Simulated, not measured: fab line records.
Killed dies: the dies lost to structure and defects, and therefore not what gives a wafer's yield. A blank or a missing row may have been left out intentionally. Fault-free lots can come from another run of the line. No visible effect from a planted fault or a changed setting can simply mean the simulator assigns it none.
Chamber matching -- flow nandHarc -- NHARC_A_M1_DEP_33 on pecvd-01: 3 sister chambers
The step deposits SiCN, target thk 30 nm. 3 wafers are shown with their chamber, then 12 later ones without.

== WAFERS, EACH WITH ITS CHAMBER ==
wafer,chamber,heaterPowerW (W)
L087.1,2,532
L093.4,1,546
L093.6,0,564

== WAFERS WITHOUT THEIR CHAMBER ==
wafer,heaterPowerW (W)
L093.2,543
L093.3,624
L093.5,645
L095.1,596
L095.4,461
L095.5,603
L094.1,665
L094.3,557
L094.4,576
L096.2,614
L096.3,528
L096.5,605

== CHAMBER TAKEN BY EACH ==
wafer,from the rows above,in truth
L093.2,can't be placed: 1 or 2 or 0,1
L093.3,can't be placed: 0 or 1 or 2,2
L093.5,can't be placed: 0 or 1 or 2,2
L095.1,can't be placed: 0 or 1 or 2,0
L095.4,can't be placed: 2 or 1 or 0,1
L095.5,can't be placed: 0 or 1 or 2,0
L094.1,can't be placed: 0 or 1 or 2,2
L094.3,can't be placed: 0 or 1 or 2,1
L094.4,can't be placed: 0 or 1 or 2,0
L096.2,can't be placed: 0 or 1 or 2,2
L096.3,can't be placed: 2 or 1 or 0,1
L096.5,can't be placed: 0 or 1 or 2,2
Correctly placed: 0 of 12. These rows do not allow placing 12 (true chamber among the candidates in 12). Placed wrongly: 0.
How it was worked out, from the rows above alone: a wafer's distance from a chamber is the root of the sum, over the readings, of the square of ((its reading less the chamber's mean) divided by the reading's scatter). If the next closest chamber is less than 2 further off than the closest, the wafer can't be placed; otherwise it belongs to the closest. The mean given for a chamber averages the wafers shown for that chamber. The scatter: with one shown wafer a chamber, the root of the mean of the squares of how far each hidden wafer lies from its nearest shown one.
